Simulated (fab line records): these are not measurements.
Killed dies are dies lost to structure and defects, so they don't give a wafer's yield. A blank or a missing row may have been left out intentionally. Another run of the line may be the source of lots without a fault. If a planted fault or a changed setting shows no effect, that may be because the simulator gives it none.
What tool caused it?    flow n5-finfet    route of 1938 steps, sampled at 1 step: 23 lots, 69 wafers

== WHAT EACH GAUGE READ, for each wafer ==
N5_BEOL_M6_OVL_MEAS_12. Usual: for M6_OVL the level is 0.1 nm and the standard deviation is 0.81.
lot   measured      on          M6_OVL (nm)     flag
L075  day 8 20:22   overlay-02  -0.9 -0.7 0.2   
L074  day 8 20:35   overlay-02  -0.8 -0.6 0.3   
L076  day 8 23:31   overlay-02  0.8 1.3 0.6     
L077  day 9 17:52   overlay-02  -0.2 1.3 0.2    
L079  day 9 19:04   overlay-02  -0.5 0.9 1.0    
L078  day 9 21:34   overlay-02  0.4 -0.5 0.6    
L080  day 10 05:39  overlay-02  0.1 1.5 0.5     
L082  day 10 16:27  overlay-02  1.4 1.7 0.4     
L081  day 10 16:37  overlay-01  -0.5 -0.3 -0.4  
L084  day 10 19:37  overlay-02  -0.5 -0.2 -0.4  
L083  day 10 20:46  overlay-02  -0.6 0.4 0.2    
L085  day 11 12:25  overlay-02  -1.0 0.1 0.2    
L086  day 11 20:34  overlay-02  0.7 1.6 0.4     
L087  day 12 05:59  overlay-01  1.3 0.6 1.3     
L088  day 12 06:34  overlay-02  -0.5 0.1 -0.2   
L089  day 12 15:04  overlay-02  -1.6 -1.4 -1.2  
L090  day 13 04:11  overlay-02  1.3 1.0 0.8     
L091  day 13 09:18  overlay-02  -0.1 -1.0 0.2   
L092  day 13 11:20  overlay-02  0.0 0.2 0.0     
L093  day 13 18:23  overlay-01  -0.1 -0.6 -0.3  
L094  day 13 19:12  overlay-02  0.3 0.6 0.8     
L097  day 14 12:14  overlay-02  -0.6 -0.7 -0.4  
L096  day 14 16:39  overlay-01  0.7 1.1 1.0     

== WHAT TOOL EACH LOT RAN ON (gives the tool, then ch and the chambers of the sampled wafers, and finally the start) ==
There is no process step in the record ahead of these readings.

== AS READ BY THE TOOLS THEMSELVES (means over the sampled wafers that have a number; for cases with no such wafer, the mark the record gives instead) ==
The record holds no such reading with a usual standard deviation.

== THE ANSWER, worked out from the rows above alone ==
Rule: take the mean of a lot's wafers that have a number; if it is more than 3 standard deviations from the usual mean, the lot is off. A lot without any number at a reading at which 4 lots or more have one is off too. The other lots that the step has rows for count as sound. The gauges are gone through in route order, then the tools' own readings, and for those a lot's mean is taken as printed above. The first step at which some lot is off is used, and at that step the reading that is off furthest; a lot without a number counts as furthest.
Across all readings shown, no lot is off: no conclusion can be drawn from this.

== WHAT THE SIMULATOR HAD INSERTED ==
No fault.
